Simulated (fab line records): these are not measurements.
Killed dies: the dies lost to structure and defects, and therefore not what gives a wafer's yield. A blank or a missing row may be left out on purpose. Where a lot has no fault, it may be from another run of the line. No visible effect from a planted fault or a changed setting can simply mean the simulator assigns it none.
The tool behind it: which one? -- flow n5 finfet -- 10 lots with 27 wafers sampled at 4 steps, on a route of 1938 steps

WHAT EACH GAUGE READ, for each wafer
N5_BEOL_M0_SAQP_CD_MEAS_14: target cd 42.5 nm.
lot,measured,on,cd nm (nm)
L956,day 6 08:41,cd sem-03,43.3 42.4
L958,day 7 03:59,cd sem-01,42.5 42.3
L959,day 7 04:22,cd sem-02,43.4 41.6
L961,day 7 21:17,cd sem-03,43.1 42.8 43.1
L964,day 8 05:59,cd sem-02,42.6 42.7 43.1
L966,day 8 16:07,cd sem-01,42.3 41.9 43.2
L967,day 9 00:01,cd sem-03,42.3 42.5 41.8
L971,day 9 22:49,cd sem-03,39.3 41.9 42.1
L973,day 10 21:52,cd sem-03,39.3 41.9 42.7
L976,day 11 07:52,cd sem-03,42.5 42.4 41.6

TOOL THAT RAN EACH LOT (tool first, then ch and the chambers of the sampled wafers, then the start)
lot,N5_MOL_CONTACT_COAG_CMP_52,N5_BEOL_M0_SAQP_ILD_DEP_01,N5_BEOL_M0_SAQP_EXPOSE_11
L956,"cmp-02 ch 2,3, day 6 01:28","pecvd-03 ch 0,2, day 6 05:03","arfi scanner-02 ch 0, day 6 08:34"
L958,"cmp-03 ch 2, day 6 18:35","pecvd-01 ch 0,1, day 6 22:15","arfi scanner-03 ch 0, day 7 03:51"
L959,"cmp-03 ch 0,2, day 6 21:58","pecvd-01 ch 0, day 7 01:35","arfi scanner-03 ch 0, day 7 04:14"
L961,"cmp-01 ch 1,2,3, day 7 13:29","pecvd-03 ch 0,1, day 7 19:58","arfi scanner-03 ch 0, day 7 21:10"
L964,"cmp-01 ch 2,3, day 8 00:50","pecvd-01 ch 0,1, day 8 04:31","arfi scanner-03 ch 0, day 8 05:52"
L966,"cmp-01 ch 0,1, day 8 10:06","pecvd-02 ch 0,1,2, day 8 13:49","arfi scanner-01 ch 0, day 8 16:00"
L967,"cmp-03 ch 0,1,3, day 8 19:06","pecvd-02 ch 0,1,2, day 8 22:46","arfi scanner-02 ch 0, day 8 23:53"
L971,"cmp-01 ch 0,1,2, day 9 17:32","pecvd-01 ch 0,2, day 9 21:14","arfi scanner-03 ch 0, day 9 22:41"
L973,"cmp-02 ch 0,1, day 10 16:32","pecvd-01 ch 1,2, day 10 20:16","arfi scanner-03 ch 0, day 10 21:45"
L976,"cmp-02 ch 0,2, day 11 02:05","pecvd-01 ch 0,2, day 11 05:45","arfi scanner-01 ch 0, day 11 07:44"
- N5_MOL_CONTACT_COAG_CMP_52: polishes, stops on SiO2, t overpolish 1.5 s, target thk 66.5 nm.
- N5_BEOL_M0_SAQP_ILD_DEP_01: deposits SiOC from DEMS/O2, target thk 45.419 nm, time 8.7 s.
- N5_BEOL_M0_SAQP_EXPOSE_11: exposes mask M0 CORE, target cd 42 nm.

THE ANSWER, worked out from the rows above alone
Rule: what is usual is taken from the lots themselves. Put in order of their means at a reading, lots are off if they are a third of the lots or fewer, leave a main group of 4 or more, and stand apart from it by a gap of 3 or more times the standard deviation of the main group's means; of several such gaps the widest counts. A main group whose means are all the same, to the digits that the tables above print for the reading, isn't used. Also off: a lot with no number at a reading for which 4 or more lots have one. Where the step has rows for the other lots, those lots are counted as sound.
Off: L971, L973 (N5_BEOL_M0_SAQP_CD_MEAS_14, cd nm). The main group: mean 42.5 nm, standard deviation 0.29.
A tool fits if, at a process step before that reading, it ran every lot that is off, and no sound lot after the first of them. The gauges at N5_BEOL_M0_SAQP_CD_MEAS_14 are tried like those tools. One fits: arfi scanner-03 at N5_BEOL_M0_SAQP_EXPOSE_11. A fault onset in the window from L964 (day 8 05:52, its last sound lot) to L971 (day 9 22:41, its first lot off) fits.

WHAT WAS PUT IN BY THE SIMULATOR
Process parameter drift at N5_BEOL_M0_SAQP_EXPOSE_11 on arfi scanner-03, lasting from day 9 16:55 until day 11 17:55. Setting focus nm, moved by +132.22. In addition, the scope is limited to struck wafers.
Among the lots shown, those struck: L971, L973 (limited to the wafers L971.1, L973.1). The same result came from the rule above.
